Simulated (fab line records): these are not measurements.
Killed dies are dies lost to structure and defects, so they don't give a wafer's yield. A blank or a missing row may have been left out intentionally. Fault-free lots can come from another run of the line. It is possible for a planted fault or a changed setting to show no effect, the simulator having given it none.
A lot that was struck, set against a sound lot	flow n5 finfet	41 steps out of a route of 1938
Sound: wafers L408.3, L408.4, L408.5. Struck: wafer L423.5 (left out: L423.1, L423.4 of the same lot, which were not struck); the cause appears at the end.
Order at every step that has rows: each side's tool, ch and its chambers, its first start. Under that, the readings that differ: sound wafers	struck wafers	difference of the means	sigmas: that difference in standard deviations of wafers without a fault.
alike: readings with means less than 2 such deviations apart, plus words and numbers identical on both sides. not compared: withheld readings, readings lacking a value on some wafer, bounds such as >300 that could conceal the same value, and numbers that have no deviation in the record and whose values overlap.
A row with sigmas, a row that says differs or no value, or rows on one side alone: a step with any of these is where the two part. When numbers do not overlap yet have no deviation, they are printed without sigmas and do not part them. A reading that every wafer of one side lacks parts them only if that side has two wafers or more.

first, 1 step without rows for these wafers: N5_BEOL_M5_SRD_43 (time 30 s).
N5_BEOL_M5_CD_MEAS_35: target cd 28 nm, target cd y 24 nm.
  sound on cd sem-01 at day 9 06:42; struck on cd sem-01 at day 13 18:09
  alike: cd nm
then, 6 steps without rows for these wafers: N5_BEOL_M5_CURE_80 (cures SiCOH lowk, time 120 s); N5_BEOL_M5_DEGAS_44 (time 60 s); N5_BEOL_M5_PRE_CLEAN_45 (time 30 s); N5_BEOL_M5_ALD_86 (deposits TaN, pulse time 2 s, purge time 3 s, co reactant purge time 2 s); N5_BEOL_M5_SURFACE_TREAT_87; N5_BEOL_M5_CVD_47 (deposits Co from CCTBA/H2, target thk 3 nm, time 216 s).
N5_BEOL_M5_SPUTTER_48: material Cu, target thk 15 nm, time 27.62 s.
  sound on pvd sputter-01 at day 9 07:52; struck on pvd sputter-02 at day 13 20:05
  alike: throttle valve pct
then, 3 steps without rows for these wafers: N5_BEOL_M5_ANNEAL_49 (time 1800 s); N5_BEOL_M5_SPUTTER_81 (material Cu, target thk 15 nm, time 27.62 s); N5_BEOL_M5_ANNEAL_82 (time 1800 s).
N5_BEOL_M5_SPUTTER_83: material Cu, target thk 15 nm, time 27.62 s.
  sound on pvd sputter-01 at day 9 10:02; struck on pvd sputter-02 at day 13 22:16
  alike: throttle valve pct
then, 3 steps without rows for these wafers: N5_BEOL_M5_ANNEAL_84 (time 1800 s); N5_BEOL_M5_SPUTTER_88 (material Cu, target thk 15 nm, time 27.62 s); N5_BEOL_M5_ANNEAL_89 (time 1800 s).
N5_BEOL_M5_SPUTTER_90: material Cu, target thk 4.5 nm, time 8.29 s.
  sound on pvd sputter-01 at day 9 12:13; struck on pvd sputter-02 at day 14 00:26
  alike: throttle valve pct
then, 4 steps without rows for these wafers: N5_BEOL_M5_ECD_50 (material Cu, target thk 300 nm); N5_BEOL_M5_ANNEAL_51 (time 90 s); N5_BEOL_M5_CMP_52 (polishes, stops on SiCOH lowk, t overpolish 6.9 s, target thk 62 nm); N5_BEOL_M5_PRE_CLEAN_77 (time 15 s).
N5_BEOL_M5_CO_CAP_78: material Co, precursor CCTBA/H2, target thk 2 nm, time 102.1 s.
  sound on cvd co-02 ch 1,2, day 9 13:05; struck on cvd co-01 ch 0, day 14 01:22
  alike: heater power w
  not compared: since wet clean h
then, 2 steps without rows for these wafers: N5_BEOL_M5_PRE_CLEAN_55 (time 15 s); N5_BEOL_M5_DEP_56 (deposits SiCN from 3MS/NH3, target thk 8 nm, time 14 s).
N5_BEOL_M5_RS_MEAS_57: the measuring method here is four-point-probe.
  sound on film metro-01 at day 9 13:16; struck on film metro-01 at day 14 01:35
  alike: M5_RS
then, 2 steps without rows for these wafers: N5_BEOL_M6_ILD_DEP_00 (deposits SiCOH lowk from DEMS/porogen, target thk 179.75 nm, time 33.4 s); N5_BEOL_M6_CURE_74 (cures SiCOH lowk, time 240 s).
N5_BEOL_M6_THK_MEAS_01:
  sound on film metro-01 at day 9 13:54; struck on film metro-02 at day 14 02:13
  alike: M6_ILD_THK
N5_BEOL_M6_PECVD_70: deposits SiO2 from TEOS/O2, target thk 20 nm, time 22.7 s.
  sound on pecvd-03 ch 0,1, day 9 13:58; struck on pecvd-03 ch 1, day 14 02:15
  alike: heater power w, showerhead plenum p Torr, throttle valve pct
  not compared: since wet clean h
N5_BEOL_M6_HM_DEP_02: deposits TiN, target thk 20 nm.
  sound on pvd sputter-03 at day 9 15:50; struck on pvd sputter-01 at day 14 04:09
  alike: throttle valve pct
then, 8 steps without rows for these wafers: N5_BEOL_M6_COAT_59 (time 60 s, resist thk 100 nm); N5_BEOL_M6_COAT_60 (time 60 s, resist thk 35 nm); N5_BEOL_M6_COAT_05 (resist thk 90 nm); N5_BEOL_M6_EBR_07; N5_BEOL_M6_SOFTBAKE_06 (time 60 s); N5_BEOL_M6_EXPOSE_08 (exposes mask M6); N5_BEOL_M6_PEB_09 (peb time 60 s); N5_BEOL_M6_DEVELOP_10 (develop time 30 s).
N5_BEOL_M6_CD_MEAS_11 targets a cd of 38.5 nm.
  sound on cd sem-02 ch 0, day 9 16:20; struck on cd sem-01 ch 0, day 14 04:39
  alike: cd nm
N5_BEOL_M6_OVL_MEAS_12:
  sound on overlay-02 ch 0, day 9 16:22; struck on overlay-01 ch 0, day 14 04:41
reading	sound	struck	difference	sigmas
M6_OVL (nm)	-0.4 -0.6 -1.2	1.0	+1.7	+3
-- record jumps: 4 days separate the struck wafers' starts on either side; left off in module BEOL_M6, taken up again in module PASSIVATION, whose first shown step is the route's number 1936 --
N5_PASSIVATION_PROBE_49:
  sound on prober-02 at day 13 07:19; struck on prober-01 at day 18 01:39
reading	sound	struck	difference	sigmas
defect limited yield (%)	89.6 88.6 91.5	84.5	-5.4	-4
killed_at_M4_up	17 16 10	77	+63	+11
killed at other	5 2 5	11	+7	+2
killed dies	123 135 100	183	+64	+4
killed on rim	18 19 12	31	+15	+4
sort_bin_5_function (%)	6.1 5.8 5.1	10.5	+4.8	+5
sort n pass	1057 1045 1080	997	-64	-4
sort yield pct (%)	89.6 88.6 91.5	84.5	-5.4	-4
  alike: killed_at_M0_to_M3, killed at contacts, killed at front end, killed open, killed short, sort_bin_6_memory, sort_bin_8_speed

WHERE THEY PART
First at N5_BEOL_M6_OVL_MEAS_12; last, within this record, at N5_PASSIVATION_PROBE_49.

WHY: what had been put in by the simulator
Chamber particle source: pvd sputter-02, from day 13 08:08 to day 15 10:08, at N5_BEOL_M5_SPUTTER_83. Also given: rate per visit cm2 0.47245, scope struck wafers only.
